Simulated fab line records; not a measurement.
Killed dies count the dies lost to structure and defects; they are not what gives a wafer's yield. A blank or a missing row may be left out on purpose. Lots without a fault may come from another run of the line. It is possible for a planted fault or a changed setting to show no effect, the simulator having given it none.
Matching of chambers    flow nand_harc    NHARC_A_BONDPAD_DESCUM_11 on rie_diel-09: 4 sister chambers
The step chemistry O2, time 3 s. 8 wafers are shown with their chamber, then 12 later ones without.

WAFERS WITH THEIR CHAMBER
wafer   chamber  drypump_motor_current_A (A)  oes_product_au (a.u.)
L090.1  3        5.8                          0.997
L090.6  2        5.3                          0.989
L089.2  2        5.2                          0.999
L089.3  1        5.9                          0.994
L089.6  0        4.9                          1.001
L093.2  0        4.9                          1.001
L093.3  1        5.8                          0.988
L093.4  3        5.8                          1.004

WAFERS MISSING THEIR CHAMBER
wafer   drypump_motor_current_A (A)  oes_product_au (a.u.)
L095.1  4.9                          1.012
L095.2  5.9                          0.988
L095.5  5.2                          0.993
L097.1  5.8                          0.979
L097.2  4.9                          0.992
L097.3  5.2                          0.975
L097.4  5.8                          0.992
L097.5  4.9                          0.995
L097.6  5.9                          0.988
L094.1  4.9                          0.998
L094.2  5.8                          0.991
L094.5  5.8                          0.995

CHAMBER TAKEN BY EACH
wafer   from the rows above      in truth
L095.1  0                        0
L095.2  1                        1
L095.5  2                        2
L097.1  can't be placed: 1 or 3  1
L097.2  0                        0
L097.3  2                        2
L097.4  can't be placed: 1 or 3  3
L097.5  0                        0
L097.6  1                        1
L094.1  0                        0
L094.2  can't be placed: 1 or 3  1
L094.5  can't be placed: 3 or 1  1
Placed correctly: 8 of 12. Can't be placed from these rows: 4 (the true chamber is among the candidates in 4). Placed wrongly: 0.
How it was worked out, from the rows above alone: a wafer's distance from a chamber is the root of the sum, over the readings, of the square of ((its reading less the chamber's mean) divided by the reading's scatter). The wafer belongs to the nearest chamber; if the next one is less than 2 further off, it can't be placed. For every chamber, the mean is computed from those of its wafers that are shown. The scatter is the square root of a quotient: the sum, over the shown wafers, of each reading's squared deviation from its chamber's mean, divided by wafers minus chambers.
